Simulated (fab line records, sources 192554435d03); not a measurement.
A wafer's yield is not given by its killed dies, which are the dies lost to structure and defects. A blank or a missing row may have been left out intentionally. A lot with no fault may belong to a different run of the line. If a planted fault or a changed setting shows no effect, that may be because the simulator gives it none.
Struck lot and sound lot, side by side -- flow n5-finfet -- 18 out of 1938 route steps
Sound: wafers L984.2, L984.3, L984.5. Struck: wafers L100.3, L100.4. The cause is named last.
At each step with rows: each side's tool, then ch and its chambers, then its first start. Under that, the readings that differ: sound wafers -- struck wafers -- difference of the means -- sigmas: that difference in standard deviations of wafers without a fault.
alike: readings with means less than 2 such deviations apart, plus words and numbers identical on both sides. not compared: withheld readings, readings lacking a value on some wafer, bounds such as >300 that could conceal the same value, and numbers that have no deviation in the record and whose values overlap.
Wherever a step has rows on one side only, a row that says differs or no value, or a row with sigmas, the two part there. Non-overlapping numbers with no deviation appear without sigmas and do not part them. Lack of a reading on every wafer of one side parts them only where that side has two or more wafers.

first, 1 step without rows for these wafers: N5_MIM_TOP_LITHO_HARDBAKE_09 (time 120 s).
N5_MIM_TOP_LITHO_CD_MEAS_08: target cd 2000 nm.
  sound on cd-sem-03 ch 0, day 11 03:40; struck on cd-sem-03 ch 0, day 15 18:47
  alike: cd-nm
N5_MIM_TOP_LITHO_OVL_MEAS_11:
  sound on overlay-01 ch 0, day 11 03:41; struck on overlay-02 ch 0, day 15 18:49
  alike: MIM_TOP_OVL
N5_MIM_TOP_LITHO_INSPECT_12: inspects for defects (macro).
  struck on defect-inspect-02, day 15 18:51; sound on defect-inspect-02, day 11 03:43
  alike: raw-defect-count
N5_MIM_TOP_LITHO_DESCUM_10: chemistry O2, time 7.9 s.
  sound on rie-diel-03 ch 1,2,3, day 11 03:47; struck on rie-diel-05 ch 1,3, day 15 18:53
  alike: drypump-motor-current-A, oes-product-au, rf-vpp-V, showerhead-plenum-p-Torr, throttle-valve-pct
  not compared: rf-hours-counter-h
N5_MIM_TOP_ETCH_ETCH_00: etches TiN in Cl2/BCl3, target depth 38.5 nm.
  sound on rie-metal-02 ch 0,1, day 11 03:52; struck on rie-metal-02 ch 0,1, day 15 19:01
  alike: drypump-motor-current-A, oes-product-au, throttle-valve-pct
  not compared: rf-hours-counter-h
N5_MIM_TOP_ETCH_STRIP_01: strips in O2.
  sound on rie-diel-06 ch 0,1, day 11 04:01; struck on rie-diel-01 ch 1,2, day 15 19:09
  alike: drypump-motor-current-A, oes-product-au, rf-vpp-V, showerhead-plenum-p-Torr, throttle-valve-pct
  not compared: rf-hours-counter-h
N5_MIM_TOP_ETCH_PECVD_03: deposits SiNx from SiH4/NH3/N2, target thk 20 nm, time 17.6 s.
  sound on pecvd-02 ch 0,1,2, day 11 04:04; struck on pecvd-04 ch 0,2, day 15 19:13
  alike: heater-power-w, showerhead-plenum-p-Torr, throttle-valve-pct
then, 4 steps without rows for these wafers: N5_MIM_BOT_LITHO_HMDS_01 (time 60 s); N5_MIM_BOT_LITHO_COAT_02; N5_MIM_BOT_LITHO_EBR_04; N5_MIM_BOT_LITHO_SOFTBAKE_03 (time 90 s).
N5_MIM_BOT_LITHO_EXPOSE_05: exposes mask MIM BOT.
  sound on krf-scanner-01 ch 0, day 11 04:15; struck on krf-scanner-01 ch 0, day 15 19:28
reading,sound,struck,difference,sigmas
focus-offset-nm (nm),-1.8 -0.6 -1.2,0.4 0.4,+1.6,+3
  alike: mask, stage-vel-mm-s
then, 3 steps without rows for these wafers: N5_MIM_BOT_LITHO_PEB_06; N5_MIM_BOT_LITHO_DEVELOP_07 (develop time 60 s); N5_MIM_BOT_LITHO_HARDBAKE_09 (time 120 s).
N5_MIM_BOT_LITHO_CD_MEAS_08: target cd 3000 nm.
  sound on cd-sem-03 ch 0, day 11 04:26; struck on cd-sem-01 ch 0, day 15 19:38
reading,sound,struck,difference,sigmas
cd-nm (nm),3002.4 2996.0 3000.3,3051.9 3053.3,+53.0,+23
N5_MIM_BOT_LITHO_OVL_MEAS_11:
  sound on overlay-01 ch 0, day 11 04:28; struck on overlay-01 ch 0, day 15 19:40
  alike: MIM_BOT_OVL

== WHERE THEY PART ==
At N5_MIM_BOT_LITHO_EXPOSE_05 first; at N5_MIM_BOT_LITHO_CD_MEAS_08 last (within this record only). Later steps at which nothing parts them and some readings are alike: N5_MIM_BOT_LITHO_OVL_MEAS_11.

WHY: what the simulator had put in
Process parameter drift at N5_MIM_BOT_LITHO_EXPOSE_05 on krf-scanner-01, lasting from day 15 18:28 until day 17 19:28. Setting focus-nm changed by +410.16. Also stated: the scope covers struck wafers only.
